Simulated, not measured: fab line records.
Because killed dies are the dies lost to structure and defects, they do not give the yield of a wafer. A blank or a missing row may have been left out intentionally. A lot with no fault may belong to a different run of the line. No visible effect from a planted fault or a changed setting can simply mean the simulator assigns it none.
fab line records	flow n5-finfet
record lots=24	wafers=72	last-day=20
route steps=1938 shown BEOL_M1@791
lots with no fault: from the same line, run without faults
start-h: hours from the record's first day to the start of the lot's first wafer shown	wait-h: hours since the lot's step before	" identical to the entry in the row above	L1.1+2: one row covering several wafers at once	- no value present, or no start provided	* or withheld: withheld	< > ~ a bound
route shown NAME@n: a module of which the file shows steps, and the number in the route of the first	usual: average and standard deviation across the fault-free wafers	same: alike in all rows	chamber/n: place in a boat	sites: readings site by site	_std_site: how widely they spread, as a standard deviation	_edge_site: inner sites' mean taken away from outer sites' mean	radius-mm: how far each site lies from the wafer's centre	mask NAME#n: copy n	behind: the tool/chamber that last shaped the wafer	hold: what put the lot on hold/how long, in hours/how the hold closed	device: which transistor (n, p or np) failed to switch	end of line: the tests these same wafers got at the end of their route	a step with no rows: only its recipe	killed: dies lost to structure and defects at the first sort, not the wafer's yield	map: a wafer's dies, x killed, . not, _ none there
set.NAME: the run value of the setting; set.NAME@STEP: its run value at that earlier step	model.NAME: the simulator's own value behind a step, which no gauge read
steps of the route over a sample of lots; a table a step, a row a wafer
services: from which hour (start-h, from the record's first day; less than 0 if before it) a tool's chamber was out of use, for how many hours, and why
## steps
# step N5_BEOL_M1_ETCH_69
# recipe chemistry=CF4	target=SiARC	target-depth-a=156	mask-material=CAR-EUV	time-s=26	ion-energy-ev=80	pressure-mtorr=40	source-w=545	bias-w=36	Ar_flow_sccm=100	cf4-flow-sccm=100	ends=cleared
# usual bias-w=36.01/0.11	drypump-motor-current-A=5.7/0.37	etch-rf-on-time-s=26.2/1	mfc-ar-sccm=100.0/0.32	oes-product-au=0.67/0.063	rf-vpp-V=184.0/1.3	showerhead-plenum-p-Torr=2.14/0.072	throttle-valve-pct=15.61/0.19
lot.wafer	tool	chamber	start-h	wait-h	bias-w	drypump-motor-current-A	etch-rf-on-time-s	mfc-ar-sccm	oes-product-au	rf-hours-counter-h	rf-vpp-V	showerhead-plenum-p-Torr	throttle-valve-pct
L074.2	rie-diel-06	3	126.22	0.0	36.14	5.8	26.3	100.1	0.60	185	182.1	2.14	15.85
L074.3	"	0	"	"	36.00	5.5	25.7	99.8	0.84	4	183.7	2.10	15.16
L074.5	"	2	"	"	36.06	5.8	26.6	99.7	0.69	-	182.2	2.00	15.59
L075.3	rie-diel-06	1	129.63	0.0	36.02	5.4	26.7	100.0	0.73	51	183.4	2.18	15.62
L075.5	"	2	"	"	35.91	5.8	26.8	99.9	0.68	-	182.0	2.00	15.59
L075.6	"	3	"	"	36.13	5.8	26.1	100.0	0.61	-	184.9	2.14	15.86
L076.1	rie-diel-03	0	135.31	0.0	35.94	6.0	27.5	100.1	0.75	22	184.1	2.19	15.47
L076.4	"	1	"	"	36.17	6.4	26.3	100.2	0.66	140	182.8	2.16	15.64
L076.5	"	0	"	"	36.00	6.0	27.3	100.5	0.75	-	184.2	2.19	15.48
L077.1	rie-diel-03	3	144.21	0.0	36.21	4.9	25.5	99.9	0.65	166	187.0	2.22	15.89
L077.4	"	2	"	"	35.95	5.4	26.0	100.0	0.60	207	184.0	2.19	15.63
L077.5	"	2	"	"	35.96	5.4	26.0	100.1	0.61	-	184.5	2.19	15.63
L078.1	rie-diel-06	1	144.30	0.0	36.11	5.4	26.6	99.8	0.72	54	183.4	2.18	15.61
L078.3	"	0	"	"	35.90	5.5	25.7	100.5	0.83	8	184.2	2.10	15.17
L078.6	"	1	"	"	36.15	5.4	26.8	99.9	0.72	-	183.2	2.18	15.59
L079.1	rie-diel-06	3	151.43	0.0	36.02	5.8	25.5	100.5	0.61	191	183.3	2.14	15.88
L079.4	"	0	"	"	35.71	5.5	25.4	99.7	0.82	9	183.3	2.10	15.17
L079.6	"	0	"	"	35.84	5.5	25.4	99.9	0.83	-	183.1	2.10	15.18
L081.2	rie-diel-06	1	171.63	0.0	36.05	5.4	26.2	99.4	0.73	62	184.9	2.18	15.61
L081.3	"	2	"	"	36.08	5.9	26.7	99.7	0.67	102	181.7	2.00	15.61
L081.4	"	0	"	"	36.06	5.5	25.3	100.3	0.81	16	184.8	2.10	15.20
L080.1	rie-diel-03	3	172.29	0.0	35.93	4.9	25.4	99.8	0.65	174	185.4	2.22	15.91
L080.3	"	2	"	"	36.28	5.4	25.8	99.8	0.60	215	183.6	2.19	15.62
L080.6	"	0	"	"	36.01	6.0	27.6	100.3	0.73	-	184.2	2.19	15.50
L082.2	rie-diel-03	1	173.81	0.0	36.15	6.5	26.1	99.8	0.66	150	185.5	2.15	15.69
L082.4	"	0	"	"	35.98	6.0	27.2	100.8	0.74	-	184.4	2.19	15.48
L082.5	"	2	"	"	35.80	5.4	25.7	99.9	0.59	-	184.5	2.19	15.64
L083.2	rie-diel-06	0	180.71	0.0	36.09	5.5	25.6	99.8	0.80	18	182.1	2.10	15.20
L083.5	"	3	"	"	35.89	5.8	25.8	100.7	0.61	-	182.9	2.13	15.88
L083.6	"	0	"	"	35.94	5.5	25.3	99.7	0.81	-	183.0	2.10	15.21
L084.1	rie-diel-03	1	181.60	0.0	36.18	6.5	26.3	99.7	0.65	153	184.3	2.15	15.69
L084.4	"	0	"	"	35.95	6.0	27.9	99.7	0.73	34	184.1	2.19	15.51
L084.6	"	0	"	"	36.01	6.0	27.8	99.8	0.73	-	182.8	2.19	15.51
L085.1	rie-diel-02	1	189.59	0.0	35.91	5.4	24.8	100.3	0.74	66	185.6	2.26	15.39
L085.2	"	0	"	"	36.08	5.5	26.8	100.6	0.68	101	183.0	2.07	15.41
L085.4	"	2	"	"	35.98	5.5	24.4	100.0	0.66	179	183.1	2.14	15.71
L086.2	rie-diel-02	0	193.38	0.0	36.00	5.5	27.0	100.0	0.67	102	184.1	2.07	15.43
L086.4	"	1	"	"	36.01	5.4	24.9	100.2	0.73	66	187.8	2.26	15.38
L086.6	"	2	"	"	35.94	5.5	24.3	100.6	0.66	-	182.5	2.14	15.72
L087.1	rie-diel-03	2	203.34	0.0	36.02	5.4	26.0	100.6	0.59	224	184.5	2.18	15.66
L087.2	"	1	"	"	36.22	6.5	26.0	100.1	0.66	159	184.3	2.15	15.70
L087.4	"	2	"	"	36.03	5.3	26.1	99.9	0.58	-	184.4	2.18	15.64
L088.1	rie-diel-02	3	203.58	0.0	36.07	5.6	27.7	100.2	0.61	203	182.3	2.02	15.76
L088.2	"	0	"	"	36.07	5.6	26.7	100.1	0.67	106	182.8	2.07	15.45
L088.6	"	1	"	"	35.96	5.4	24.6	99.5	0.74	-	185.1	2.26	15.40
L089.1	rie-diel-03	0	214.62	0.0	35.95	6.0	27.7	100.1	0.72	43	184.4	2.19	15.52
L089.2	"	2	"	"	36.00	5.4	25.9	100.4	0.59	228	186.5	2.18	15.65
L089.6	"	1	"	"	35.79	6.5	26.0	99.9	0.65	-	183.7	2.15	15.70
L090.1	rie-diel-02	3	219.31	0.0	36.17	5.7	27.9	99.5	0.60	207	182.3	2.02	15.77
L090.3	"	1	"	"	35.96	5.4	24.8	100.0	0.72	74	185.9	2.26	15.42
L090.5	"	0	"	"	36.05	5.5	26.9	100.0	0.68	-	183.1	2.07	15.42
L091.1	rie-diel-02	2	224.99	0.0	35.84	5.6	24.1	100.0	0.66	188	185.3	2.14	15.72
L091.4	"	3	"	"	35.79	5.7	27.6	100.3	0.62	208	182.1	2.02	15.77
L091.5	"	3	"	"	35.79	5.6	27.5	99.7	0.61	-	182.4	2.02	15.77
L092.1	rie-diel-03	1	228.66	0.0	35.94	6.4	25.9	100.0	0.66	167	183.7	2.15	15.71
L092.3	"	2	"	"	35.90	5.4	25.8	99.7	0.59	232	184.6	2.18	15.66
L092.5	"	2	"	"	35.76	5.4	25.8	100.0	0.59	-	184.5	2.18	15.65
L093.3	rie-diel-06	1	241.87	0.0	35.90	5.4	26.6	100.0	0.70	79	183.7	2.17	15.64
L093.4	"	0	"	"	35.99	5.5	26.0	100.1	0.77	-	182.0	2.09	15.23
L093.6	"	1	"	"	35.90	5.4	26.2	100.2	0.70	-	186.0	2.17	15.67
L094.4	rie-diel-02	3	242.12	0.0	35.93	5.7	27.6	99.9	0.61	213	183.9	2.02	15.79
L094.5	"	3	"	"	36.15	5.7	27.8	100.1	0.60	-	182.6	2.02	15.77
L094.6	"	0	"	"	36.04	5.5	26.6	100.1	0.68	-	184.3	2.06	15.44
L095.2	rie-diel-02	2	252.19	0.0	35.98	5.5	24.1	100.1	0.65	197	184.5	2.14	15.76
L095.4	"	3	"	"	36.19	5.7	27.5	99.6	0.60	-	183.2	2.02	15.78
L095.5	"	2	"	"	36.04	5.5	24.2	99.8	0.65	-	183.9	2.14	15.75
L096.2	rie-diel-03	0	259.61	0.0	35.98	6.0	27.3	100.4	0.70	55	184.6	2.18	15.55
L096.3	"	3	"	"	35.96	4.9	25.6	100.0	0.64	190	184.2	2.21	15.95
L096.4	"	1	"	"	36.12	6.4	25.7	100.4	0.66	174	184.0	2.14	15.73
L097.1	rie-diel-02	1	269.41	0.0	35.85	5.5	24.7	100.1	0.71	91	184.4	2.25	15.44
L097.4	"	3	"	"	36.16	5.7	27.4	99.9	0.61	223	184.1	2.02	15.80
L097.6	"	3	"	"	36.01	5.7	27.7	100.3	0.60	-	183.2	2.02	15.80
# step N5_BEOL_M1_DEGAS_44
# recipe ambient=vacuum	temp-c=250	time-s=60
# usual heater-power-w=324/23
lot.wafer	tool	chamber	start-h	wait-h	heater-power-w
L074.2	pvd-sputter-03	-	128.93	0.3	317
L074.3	"	-	"	"	365
L074.5	"	-	"	"	311
L075.3	pvd-sputter-01	-	142.57	0.6	303
L075.5	"	-	"	"	359
L075.6	"	-	"	"	291
L076.1	pvd-sputter-03	-	143.32	0.8	319
L076.4	"	-	"	"	331
L076.5	"	-	"	"	353
L077.1	pvd-sputter-02	-	146.09	0.1	315
L077.4	"	-	"	"	312
L077.5	"	-	"	"	291
L078.1	pvd-sputter-02	-	149.30	1.6	351
L078.3	"	-	"	"	298
L078.6	"	-	"	"	315
L079.1	pvd-sputter-02	-	152.99	0.7	295
L079.4	"	-	"	"	303
L079.6	"	-	"	"	285
L081.2	pvd-sputter-03	-	177.80	0.6	357
L081.3	"	-	"	"	315
L081.4	"	-	"	"	322
L080.1	pvd-sputter-02	-	184.34	0.3	289
L080.3	"	-	"	"	322
L080.6	"	-	"	"	307
L082.2	pvd-sputter-02	-	184.42	0.3	318
L082.4	"	-	"	"	347
L082.5	"	-	"	"	283
L083.2	pvd-sputter-02	-	184.72	0.1	284
L083.5	"	-	"	"	281
L083.6	"	-	"	"	339
L084.1	pvd-sputter-03	-	192.14	0.4	351
L084.4	"	-	"	"	321
L084.6	"	-	"	"	332
L085.1	pvd-sputter-03	-	194.92	0.6	350
L085.2	"	-	"	"	313
L085.4	"	-	"	"	305
L087.1	pvd-sputter-01	-	209.35	0.5	344
L087.2	"	-	"	"	351
L087.4	"	-	"	"	344
L088.1	pvd-sputter-03	-	209.35	0.4	315
L088.2	"	-	"	"	362
L088.6	"	-	"	"	322
L086.2	pvd-sputter-03	-	218.65	0.2	356
L086.4	"	-	"	"	317
L086.6	"	-	"	"	318
L089.1	pvd-sputter-02	-	227.11	0.5	280
L089.2	"	-	"	"	302
L089.6	"	-	"	"	284
L090.1	pvd-sputter-01	-	242.25	0.3	296
L090.3	"	-	"	"	340
L090.5	"	-	"	"	301
L091.1	pvd-sputter-01	-	242.33	0.3	335
L091.4	"	-	"	"	307
L091.5	"	-	"	"	364
L092.1	pvd-sputter-03	-	251.05	0.9	328
L092.3	"	-	"	"	316
L092.5	"	-	"	"	325
L093.3	pvd-sputter-02	-	262.60	0.2	281
L093.4	"	-	"	"	342
L093.6	"	-	"	"	321
L094.4	pvd-sputter-02	-	262.76	0.2	311
L094.5	"	-	"	"	285
L094.6	"	-	"	"	317
L096.2	pvd-sputter-03	-	273.70	1.8	353
L096.3	"	-	"	"	330
L096.4	"	-	"	"	320
L095.2	pvd-sputter-03	-	280.00	0.1	311
L095.4	"	-	"	"	326
L095.5	"	-	"	"	324
L097.1	pvd-sputter-02	-	288.87	0.1	316
L097.4	"	-	"	"	308
L097.6	"	-	"	"	338
# step N5_BEOL_M1_ANNEAL_82
# recipe temp-c=400	time-s=240	ambient=vacuum
# usual heater-power-w=811/59
lot.wafer	tool	chamber	start-h	wait-h	heater-power-w
L074.2	pvd-sputter-01	-	130.31	0.0	838
L074.3	"	-	"	"	909
L074.5	"	-	"	"	750
L075.3	pvd-sputter-02	-	144.13	0.0	740
L075.5	"	-	"	"	780
L075.6	"	-	"	"	801
L076.1	pvd-sputter-03	-	144.48	0.0	825
L076.4	"	-	"	"	845
L076.5	"	-	"	"	823
L077.1	pvd-sputter-02	-	147.26	0.0	865
L077.4	"	-	"	"	795
L077.5	"	-	"	"	871
L078.1	pvd-sputter-03	-	150.62	0.0	823
L078.3	"	-	"	"	814
L078.6	"	-	"	"	884
L079.1	pvd-sputter-03	-	154.62	0.0	842
L079.4	"	-	"	"	797
L079.6	"	-	"	"	800
L081.2	pvd-sputter-02	-	179.90	0.0	761
L081.3	"	-	"	"	781
L081.4	"	-	"	"	719
L080.1	pvd-sputter-03	-	185.46	0.0	783
L080.3	"	-	"	"	836
L080.6	"	-	"	"	782
L082.2	pvd-sputter-02	-	185.55	0.0	802
L082.4	"	-	"	"	714
L082.5	"	-	"	"	840
L083.2	pvd-sputter-02	-	187.43	0.0	876
L083.5	"	-	"	"	873
L083.6	"	-	"	"	757
L084.1	pvd-sputter-03	-	193.26	0.0	850
L084.4	"	-	"	"	804
L084.6	"	-	"	"	842
L085.1	pvd-sputter-02	-	196.10	0.0	785
L085.2	"	-	"	"	768
L085.4	"	-	"	"	719
L087.1	pvd-sputter-02	-	210.80	0.0	782
L087.2	"	-	"	"	876
L087.4	"	-	"	"	712
L088.1	pvd-sputter-01	-	210.93	0.0	871
L088.2	"	-	"	"	844
L088.6	"	-	"	"	923
L086.2	pvd-sputter-02	-	219.87	0.0	717
L086.4	"	-	"	"	750
L086.6	"	-	"	"	691
L089.1	pvd-sputter-02	-	228.23	0.0	717
L089.2	"	-	"	"	797
L089.6	"	-	"	"	767
L090.1	pvd-sputter-01	-	243.49	0.0	856
L090.3	"	-	"	"	937
L090.5	"	-	"	"	860
L091.1	pvd-sputter-03	-	243.90	0.0	893
L091.4	"	-	"	"	818
L091.5	"	-	"	"	776
L092.1	pvd-sputter-02	-	252.36	0.0	771
L092.3	"	-	"	"	837
L092.5	"	-	"	"	800
L093.3	pvd-sputter-03	-	263.90	0.0	840
L093.4	"	-	"	"	777
L093.6	"	-	"	"	802
L094.4	pvd-sputter-02	-	264.12	0.0	714
L094.5	"	-	"	"	772
L094.6	"	-	"	"	890
L096.2	pvd-sputter-03	-	275.10	0.0	897
L096.3	"	-	"	"	844
L096.4	"	-	"	"	798
L095.2	pvd-sputter-01	-	281.18	0.0	883
L095.4	"	-	"	"	856
L095.5	"	-	"	"	847
L097.1	pvd-sputter-02	-	290.15	0.0	865
L097.4	"	-	"	"	715
L097.6	"	-	"	"	779
# step N5_BEOL_M1_ANNEAL_87
# recipe temp-c=400	time-s=240	ambient=vacuum
# usual heater-power-w=812/56
lot.wafer	tool	chamber	start-h	wait-h	heater-power-w
L074.2	pvd-sputter-01	-	130.53	0.0	851
L074.3	"	-	"	"	920
L074.5	"	-	"	"	758
L075.3	pvd-sputter-02	-	144.35	0.0	777
L075.5	"	-	"	"	762
L075.6	"	-	"	"	798
L076.1	pvd-sputter-03	-	144.70	0.0	795
L076.4	"	-	"	"	809
L076.5	"	-	"	"	843
L077.1	pvd-sputter-02	-	147.48	0.0	861
L077.4	"	-	"	"	804
L077.5	"	-	"	"	836
L078.1	pvd-sputter-03	-	150.84	0.0	826
L078.3	"	-	"	"	805
L078.6	"	-	"	"	890
L079.1	pvd-sputter-03	-	154.84	0.0	849
L079.4	"	-	"	"	799
L079.6	"	-	"	"	815
L081.2	pvd-sputter-02	-	180.12	0.0	756
L081.3	"	-	"	"	782
L081.4	"	-	"	"	729
L080.1	pvd-sputter-03	-	185.68	0.0	790
L080.3	"	-	"	"	836
L080.6	"	-	"	"	778
L082.2	pvd-sputter-02	-	185.77	0.0	803
L082.4	"	-	"	"	732
L082.5	"	-	"	"	851
L083.2	pvd-sputter-02	-	187.65	0.0	845
L083.5	"	-	"	"	892
L083.6	"	-	"	"	759
L084.1	pvd-sputter-03	-	193.48	0.0	842
L084.4	"	-	"	"	808
L084.6	"	-	"	"	851
L085.1	pvd-sputter-02	-	196.32	0.0	812
L085.2	"	-	"	"	755
L085.4	"	-	"	"	715
L087.1	pvd-sputter-02	-	211.02	0.0	787
L087.2	"	-	"	"	884
L087.4	"	-	"	"	717
L088.1	pvd-sputter-01	-	211.15	0.0	851
L088.2	"	-	"	"	858
L088.6	"	-	"	"	903
L086.2	pvd-sputter-02	-	220.09	0.0	720
L086.4	"	-	"	"	769
L086.6	"	-	"	"	721
L089.1	pvd-sputter-02	-	228.45	0.0	715
L089.2	"	-	"	"	788
L089.6	"	-	"	"	769
L090.1	pvd-sputter-01	-	243.71	0.0	863
L090.3	"	-	"	"	919
L090.5	"	-	"	"	836
L091.1	pvd-sputter-03	-	244.12	0.0	904
L091.4	"	-	"	"	799
L091.5	"	-	"	"	768
L092.1	pvd-sputter-02	-	252.58	0.0	760
L092.3	"	-	"	"	876
L092.5	"	-	"	"	777
L093.3	pvd-sputter-03	-	264.12	0.0	839
L093.4	"	-	"	"	768
L093.6	"	-	"	"	785
L094.4	pvd-sputter-02	-	264.34	0.0	710
L094.5	"	-	"	"	768
L094.6	"	-	"	"	876
L096.2	pvd-sputter-03	-	275.32	0.0	890
L096.3	"	-	"	"	843
L096.4	"	-	"	"	802
L095.2	pvd-sputter-01	-	281.40	0.0	909
L095.4	"	-	"	"	859
L095.5	"	-	"	"	853
L097.1	pvd-sputter-02	-	290.37	0.0	855
L097.4	"	-	"	"	720
L097.6	"	-	"	"	779
# step N5_BEOL_M1_ANNEAL_89
# recipe temp-c=400	time-s=240	ambient=vacuum
# usual heater-power-w=810/56
lot.wafer	tool	chamber	start-h	wait-h	heater-power-w
L074.2	pvd-sputter-01	-	130.75	0.0	838
L074.3	"	-	"	"	921
L074.5	"	-	"	"	753
L075.3	pvd-sputter-02	-	144.57	0.0	764
L075.5	"	-	"	"	743
L075.6	"	-	"	"	803
L076.1	pvd-sputter-03	-	144.92	0.0	836
L076.4	"	-	"	"	833
L076.5	"	-	"	"	838
L077.1	pvd-sputter-02	-	147.70	0.0	848
L077.4	"	-	"	"	815
L077.5	"	-	"	"	856
L078.1	pvd-sputter-03	-	151.06	0.0	848
L078.3	"	-	"	"	808
L078.6	"	-	"	"	884
L079.1	pvd-sputter-03	-	155.06	0.0	849
L079.4	"	-	"	"	810
L079.6	"	-	"	"	808
L081.2	pvd-sputter-02	-	180.34	0.0	756
L081.3	"	-	"	"	792
L081.4	"	-	"	"	721
L080.1	pvd-sputter-03	-	185.90	0.0	815
L080.3	"	-	"	"	828
L080.6	"	-	"	"	787
L082.2	pvd-sputter-02	-	185.99	0.0	799
L082.4	"	-	"	"	720
L082.5	"	-	"	"	848
L083.2	pvd-sputter-02	-	187.87	0.0	861
L083.5	"	-	"	"	859
L083.6	"	-	"	"	752
L084.1	pvd-sputter-03	-	193.70	0.0	849
L084.4	"	-	"	"	798
L084.6	"	-	"	"	835
L085.1	pvd-sputter-02	-	196.54	0.0	791
L085.2	"	-	"	"	758
L085.4	"	-	"	"	710
L087.1	pvd-sputter-02	-	211.24	0.0	781
L087.2	"	-	"	"	868
L087.4	"	-	"	"	703
L088.1	pvd-sputter-01	-	211.37	0.0	831
L088.2	"	-	"	"	830
L088.6	"	-	"	"	901
L086.2	pvd-sputter-02	-	220.31	0.0	721
L086.4	"	-	"	"	758
L086.6	"	-	"	"	722
L089.1	pvd-sputter-02	-	228.67	0.0	723
L089.2	"	-	"	"	795
L089.6	"	-	"	"	766
L090.1	pvd-sputter-01	-	243.93	0.0	858
L090.3	"	-	"	"	890
L090.5	"	-	"	"	861
L091.1	pvd-sputter-03	-	244.34	0.0	894
L091.4	"	-	"	"	812
L091.5	"	-	"	"	783
L092.1	pvd-sputter-02	-	252.80	0.0	757
L092.3	"	-	"	"	867
L092.5	"	-	"	"	792
L093.3	pvd-sputter-03	-	264.34	0.0	853
L093.4	"	-	"	"	787
L093.6	"	-	"	"	789
L094.4	pvd-sputter-02	-	264.56	0.0	706
L094.5	"	-	"	"	755
L094.6	"	-	"	"	853
L096.2	pvd-sputter-03	-	275.54	0.0	901
L096.3	"	-	"	"	824
L096.4	"	-	"	"	812
L095.2	pvd-sputter-01	-	281.62	0.0	896
L095.4	"	-	"	"	883
L095.5	"	-	"	"	825
L097.1	pvd-sputter-02	-	290.59	0.0	866
L097.4	"	-	"	"	732
L097.6	"	-	"	"	764
# step N5_BEOL_M1_SPUTTER_96
# recipe material=Cu	target-thk-a=45	temp-c=-20	chamber-pressure-pa=0.07	power-w=withheld	time-s=8.29
# usual throttle-valve-pct=29.7/0.8
lot.wafer	tool	chamber	start-h	wait-h	throttle-valve-pct
L074.2	pvd-sputter-01	-	131.55	0.1	30.5
L074.3	"	-	"	"	29.1
L074.5	"	-	"	"	28.5
L075.3	pvd-sputter-02	-	145.37	0.1	29.1
L075.5	"	-	"	"	29.5
L075.6	"	-	"	"	29.1
L076.1	pvd-sputter-03	-	145.72	0.1	29.2
L076.4	"	-	"	"	28.4
L076.5	"	-	"	"	28.5
L077.1	pvd-sputter-02	-	148.50	0.1	30.3
L077.4	"	-	"	"	29.0
L077.5	"	-	"	"	30.5
L078.1	pvd-sputter-03	-	151.86	0.1	28.6
L078.3	"	-	"	"	29.6
L078.6	"	-	"	"	30.0
L079.1	pvd-sputter-03	-	155.86	0.1	28.8
L079.4	"	-	"	"	29.0
L079.6	"	-	"	"	29.2
L081.2	pvd-sputter-02	-	181.14	0.1	29.2
L081.3	"	-	"	"	28.7
L081.4	"	-	"	"	29.8
L080.1	pvd-sputter-03	-	186.70	0.1	29.1
L080.3	"	-	"	"	28.3
L080.6	"	-	"	"	31.1
L082.2	pvd-sputter-02	-	186.79	0.1	28.7
L082.4	"	-	"	"	29.9
L082.5	"	-	"	"	30.2
L083.2	pvd-sputter-02	-	188.67	0.1	30.4
L083.5	"	-	"	"	30.2
L083.6	"	-	"	"	29.4
L084.1	pvd-sputter-03	-	194.50	0.1	28.3
L084.4	"	-	"	"	29.1
L084.6	"	-	"	"	28.7
L085.1	pvd-sputter-02	-	197.34	0.1	28.7
L085.2	"	-	"	"	29.1
L085.4	"	-	"	"	29.7
L087.1	pvd-sputter-02	-	212.04	0.1	28.8
L087.2	"	-	"	"	30.4
L087.4	"	-	"	"	29.6
L088.1	pvd-sputter-01	-	212.17	0.1	30.5
L088.2	"	-	"	"	30.6
L088.6	"	-	"	"	29.0
L086.2	pvd-sputter-02	-	221.11	0.1	29.5
L086.4	"	-	"	"	29.4
L086.6	"	-	"	"	29.7
L089.1	pvd-sputter-02	-	229.47	0.1	29.7
L089.2	"	-	"	"	28.8
L089.6	"	-	"	"	29.3
L090.1	pvd-sputter-01	-	244.73	0.1	30.7
L090.3	"	-	"	"	28.9
L090.5	"	-	"	"	30.6
L091.1	pvd-sputter-03	-	245.14	0.1	29.7
L091.4	"	-	"	"	29.0
L091.5	"	-	"	"	31.2
L092.1	pvd-sputter-02	-	253.60	0.1	29.1
L092.3	"	-	"	"	30.3
L092.5	"	-	"	"	29.0
L093.3	pvd-sputter-03	-	265.14	0.1	28.9
L093.4	"	-	"	"	31.2
L093.6	"	-	"	"	29.0
L094.4	pvd-sputter-02	-	265.36	0.1	29.5
L094.5	"	-	"	"	29.3
L094.6	"	-	"	"	30.5
L096.2	pvd-sputter-03	-	276.34	0.1	29.9
L096.3	"	-	"	"	28.6
L096.4	"	-	"	"	29.1
L095.2	pvd-sputter-01	-	282.42	0.1	29.0
L095.4	"	-	"	"	30.7
L095.5	"	-	"	"	30.4
L097.1	pvd-sputter-02	-	291.39	0.1	30.3
L097.4	"	-	"	"	29.5
L097.6	"	-	"	"	29.4
## services
tool	chamber	start-h	hours	kind
rie-diel-02	2	105.66	4.1	repair
rie-diel-02	0	109.46	16.2	repair
rie-diel-02	3	114.40	6.5	repair
rie-diel-03	1	114.46	10.7	repair
rie-diel-03	3	139.89	3.5	repair
pvd-sputter-01	-	155.50	4.5	repair
rie-diel-02	2	162.48	6.6	repair
rie-diel-06	3	163.11	4.1	repair
rie-diel-03	3	200.07	23.7	repair
pvd-sputter-01	-	219.23	4.0	repair
rie-diel-03	2	220.43	3.6	repair
rie-diel-02	3	230.01	2.4	repair
rie-diel-02	0	252.10	6.5	repair
rie-diel-03	2	285.40	-	clean
rie-diel-03	2	285.40	-	consumable-replace:focus-ring
rie-diel-03	2	285.40	16.3	scheduled-down
rie-diel-03	2	285.40	16.3	vent-cycle
## key
fault none
